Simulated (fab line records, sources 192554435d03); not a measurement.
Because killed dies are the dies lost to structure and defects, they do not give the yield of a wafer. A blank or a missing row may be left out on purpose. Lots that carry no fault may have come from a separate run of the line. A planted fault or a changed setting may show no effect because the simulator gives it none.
The same fault as seen by 3 desks :: flow n5_finfet :: only its own numbers are on each desk; what lay behind them is given at the end

## FROM THE METROLOGY DESK
What the gauges read, lot by lot, whatever tool the lot ran on: means of the sampled wafers that have a number. Any lot whose mean is over 4 standard deviations away from the usual mean is out of limits and marked OUT; that distance is given in the brackets.
Columns: A = cd_nm at N5_BEOL_M8_CD_MEAS_28, usual 40.06 nm; B = V7_OVL at N5_BEOL_M8_OVL_MEAS_29, usual -0.2 nm
lot: L253
first seen here: day 9 22:07
A: 40.13
B: -0.1

lot: L261
first seen here: day 11 22:00
A: 40.08
B: 0.5

lot: L265
first seen here: day 12 20:14
A: 40.16
B: 0.2

lot: L268
first seen here: day 13 14:41
A: 40.11
B: 0.4

lot: L270
first seen here: day 14 12:42
A: 40.23
B: 0.2

lot: L271
first seen here: day 14 16:59
A: 39.93
B: 0.2

lot: L274
first seen here: day 15 14:32
A: 40.14
B: -0.2
This desk found nothing out of limits on any of the 7 lots.

## THE DEFECT DESK
What the inspections along the route counted, lot by lot: means of the sampled wafers that have a number. Any lot whose mean is over 4 standard deviations away from the usual mean is out of limits and marked OUT; that distance is given in the brackets.
Columns: A = raw_defect_count at N5_BEOL_M8_INSPECT_30, usual 413
lot: L253
first seen here: day 9 22:12
A: 472

lot: L261
first seen here: day 11 22:05
A: 398

lot: L265
first seen here: day 12 20:19
A: 380

lot: L268
first seen here: day 13 14:46
A: 554

lot: L270
first seen here: day 14 12:47
A: 420

lot: L271
first seen here: day 14 17:05
A: 382

lot: L274
first seen here: day 15 14:37
A: 527
This desk found nothing out of limits on any of the 7 lots.

## THE TOOL OWNER'S DESK: rie_diel-05
The tool's own readings at N5_BEOL_M8_ETCH_66 (etches SOC in N2/H2, target depth 80 nm, overetch 16 nm, time 120 s): means of the sampled wafers that have a number, for each lot that ran on this tool. Any lot whose mean is over 4 standard deviations away from the usual mean is out of limits and marked OUT; that distance is given in the brackets.
Columns: A = drypump_motor_current_A at N5_BEOL_M8_ETCH_66, usual 5.9 A; B = h2_flow_sccm at N5_BEOL_M8_ETCH_66, usual 200.0 sccm; C = oes_product_au at N5_BEOL_M8_ETCH_66, usual 0.60 a.u.; D = rf_vpp_V at N5_BEOL_M8_ETCH_66, usual 525.3 V; E = showerhead_plenum_p_Torr at N5_BEOL_M8_ETCH_66, usual 2.59 Torr; F = throttle_valve_pct at N5_BEOL_M8_ETCH_66, usual 17.7 %
lot: L261
first seen here: day 11 22:12
A: 5.8
B: 199.9
C: 0.60
D: 525.7
E: 2.59
F: 17.7

lot: L265
first seen here: day 12 20:26
A: 6.0
B: 200.1
C: 0.59
D: 526.5
E: 2.64
F: 17.9

lot: L268
first seen here: day 13 15:23
A: 6.0
B: 200.8
C: 0.57
D: 527.0
E: 2.64
F: 18.0

lot: L270
first seen here: day 14 12:56
A: 6.0
B: 199.5
C: 0.67
D: 526.8
E: 2.62
F: 17.1
This desk found nothing out of limits on any of the 4 lots.

## TAKEN TOGETHER
At the metrology desk, nothing out of limits was observed.
The defect desk saw nothing out of limits.
The tool owner's desk saw nothing out of limits.

## WHAT THE SIMULATOR HAD INSERTED
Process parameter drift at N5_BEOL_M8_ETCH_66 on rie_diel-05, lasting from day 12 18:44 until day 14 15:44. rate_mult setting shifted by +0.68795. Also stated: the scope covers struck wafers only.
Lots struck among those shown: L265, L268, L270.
